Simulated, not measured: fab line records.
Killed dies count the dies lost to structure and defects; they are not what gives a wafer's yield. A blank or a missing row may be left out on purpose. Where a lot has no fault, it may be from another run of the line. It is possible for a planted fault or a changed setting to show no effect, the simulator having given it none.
Matching of chambers    flow n5_finfet    N5_BEOL_M12_DESCUM_15 on rie_diel-04: 4 sister chambers
The step chemistry O2, time 7.9 s. 4 wafers are shown with their chamber, then 9 later ones without.

== WAFERS PAIRED WITH THEIR CHAMBERS ==
wafer   chamber  showerhead_plenum_p_Torr (Torr)
L085.6  3        2.13
L089.2  0        2.01
L088.1  1        2.23
L088.6  2        2.01

== WAFERS WHOSE CHAMBER IS MISSING ==
wafer   showerhead_plenum_p_Torr (Torr)
L092.2  2.13
L092.3  2.23
L092.5  2.01
L093.3  2.13
L093.5  2.23
L093.6  2.28
L094.1  2.28
L094.3  2.13
L094.5  2.01

== WHICH CHAMBER EACH ONE RAN IN ==
wafer    from the rows above       in truth
L092.2   3                         3
L092.3   1                         1
L092.5   can't be placed: 0 or 2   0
L093.3   3                         3
L093.5   1                         1
L093.6   1                         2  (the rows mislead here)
L094.1   1                         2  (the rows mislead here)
L094.3   3                         3
L094.5   can't be placed: 0 or 2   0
Correct placement for 5 of the 9. Can't be placed from these rows: 2 (the true chamber is among the candidates in 2). Wrongly placed: 2.
How it was worked out, from the rows above alone: a wafer's distance from a chamber is the root of the sum, over the readings, of the square of ((its reading less the chamber's mean) divided by the reading's scatter). If the next closest chamber is less than 2 further off than the closest, the wafer can't be placed; otherwise it belongs to the closest. The mean given for a chamber averages the wafers shown for that chamber. The scatter: root of mean squared gap, hidden wafer to nearest shown wafer, with one shown wafer a chamber.
